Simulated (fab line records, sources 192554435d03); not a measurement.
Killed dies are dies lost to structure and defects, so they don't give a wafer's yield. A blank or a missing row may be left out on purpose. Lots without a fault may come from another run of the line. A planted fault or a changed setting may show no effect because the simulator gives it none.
Split-lot experiment | flow n5_finfet | 7 lots, 21 wafers read, on a route of 1938 steps

THE SPLIT
At N5_HKMG_FIN_COAT_43 (resist thk 90 nm), the setting spin_rpm was moved away from the recipe's 1500 rpm on 2 of the 21 wafers read, by -10.3% to -9.5%. The other wafers ran this setting at the recipe's value.

FROM THE SPLIT TO THE READING: what the file shows between them, 4 steps
- N5_HKMG_FIN_EBR_45
- N5_HKMG_FIN_SOFTBAKE_44: time 60 s
- N5_HKMG_FIN_EXPOSE_46: exposes mask NDIPOLE
- N5_HKMG_FIN_PEB_47: peb time 60 s

THE READING
CAR-ArF_of_HKMG_FIN_COAT_43.thk_nm (the simulator's own value, which no gauge read), in nm, at N5_HKMG_FIN_DEVELOP_48 (develop time 30 s). The file gives no usual value for it. The 19 wafers here that ran the recipe average 88.4 nm, standard deviation 0.24 nm.

wafer  | tool, chamber at the split | spin_rpm as run, rpm | against the recipe | CAR-ArF_of_HKMG_FIN_COAT_43.thk_nm, nm | against lot-mates on the recipe
L074.2 | litho_track-01, 0          | 1500                 | recipe             | 88.4                                   | -
L074.6 | litho_track-01, 0          | 1500                 | recipe             | 88.4                                   | -
L074.3 | litho_track-01, 0          | 1500                 | recipe             | 88.8                                   | -
L076.1 | litho_track-01, 0          | 1500                 | recipe             | 88.4                                   | -
L076.4 | litho_track-01, 0          | 1500                 | recipe             | 88.6                                   | -
L076.6 | litho_track-01, 0          | 1500                 | recipe             | 88.2                                   | -
L077.1 | litho_track-04, 0          | 1500                 | recipe             | 88.6                                   | -
L077.4 | litho_track-04, 0          | 1500                 | recipe             | 88.6                                   | -
L077.5 | litho_track-04, 0          | 1500                 | recipe             | 88.6                                   | -
L081.1 | litho_track-04, 0          | 1346                 | -10.3%             | 93.4                                   | +5.1
L081.3 | litho_track-04, 0          | 1500                 | recipe             | 88.2                                   | -
L081.5 | litho_track-04, 0          | 1500                 | recipe             | 88.4                                   | -
L082.2 | litho_track-03, 0          | 1500                 | recipe             | 88.4                                   | -
L082.5 | litho_track-03, 0          | 1500                 | recipe             | 88.4                                   | -
L082.4 | litho_track-03, 0          | 1500                 | recipe             | 88.6                                   | -
L089.1 | litho_track-03, 0          | 1500                 | recipe             | 87.8                                   | -
L089.2 | litho_track-03, 0          | 1500                 | recipe             | 88.2                                   | -
L089.3 | litho_track-03, 0          | 1500                 | recipe             | 88.2                                   | -
L090.2 | litho_track-04, 0          | 1357                 | -9.5%              | 93                                     | +4.3
L090.3 | litho_track-04, 0          | 1500                 | recipe             | 88.8                                   | -
L090.5 | litho_track-04, 0          | 1500                 | recipe             | 88.6                                   | -

THE FIT
A straight line over all 21 wafers: CAR-ArF_of_HKMG_FIN_COAT_43.thk_nm changes by -0.482 nm for each +1% of spin_rpm; r = -0.99; the points scatter about the line by 0.24 nm.
The same after taking each lot's own level away (the mean of its wafers on the recipe; 21 wafers): -0.476 nm for each +1%; r = -0.99; scatter 0.16 nm.
On that fit, the largest move of spin_rpm shifts the reading by 4.9 nm.
The lots' own levels span 88.07 to 88.70 nm, that is 2.7 times the standard deviation above.
So the lot-to-lot level changes the slope little: the two slopes agree.
Check: with one of the wafers moved furthest among these (-10.3%) left out of the fit, the line predicts +4.63 nm for it against its lot-mates. It came out at +5.1 nm against them.

OTHER SPLITS ON THESE WAFERS
These wafers also went through other splits before the reading. Each is held against what the fit with the lots' levels taken away leaves over:
other split on the same wafers          | wafers away from the commonest value | r with CAR-ArF_of_HKMG_FIN_COAT_43.thk_nm (lot level and that fit taken away)
N5_ZERO_LAYER_EXPOSE_08 dose_mj         | 9                                    | +0.14
N5_ZERO_LAYER_DEVELOP_10 develop_time_s | 10                                   | +0.03
N5_FIN_SAQP_SPACER1_ALD_24 ald_cycles   | 7                                    | +0.27
N5_FIN_SAQP_ETCH_65 time_s              | 6                                    | -0.26
N5_DUMMY_GATE_DESCUM_20 time_s          | 6                                    | +0.04
N5_DUMMY_GATE_ETCH_37 source_w          | 9                                    | -0.05
N5_SPACER0_ALD_00 ald_cycles            | 11                                   | +0.04
N5_SD_EPI_P_EPI_21 time_s               | 6                                    | -0.13
N5_SD_ACTIVATION_LSA_01 temp_c          | 3                                    | +0.12

THE WHOLE CHAIN: every reading that the file lists as answering this split, in the file's order
step                   | what it does      | reading                                                                             | change (the file's fit)               | r (the file's)
N5_HKMG_FIN_COAT_43    | resist thk 90 nm  | CAR-ArF_of_HKMG_FIN_COAT_43.thk_nm (the simulator's own value, which no gauge read) | -0.475 nm for each +1% of the setting | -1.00
N5_HKMG_FIN_DEVELOP_48 | develop time 30 s | CAR-ArF_of_HKMG_FIN_COAT_43.thk_nm (the simulator's own value, which no gauge read) | -0.476 nm for each +1% of the setting | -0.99

THE FILE'S OWN FIT
CAR-ArF_of_HKMG_FIN_COAT_43.thk_nm changes by -0.476 nm for each +1% of spin_rpm, r = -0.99.
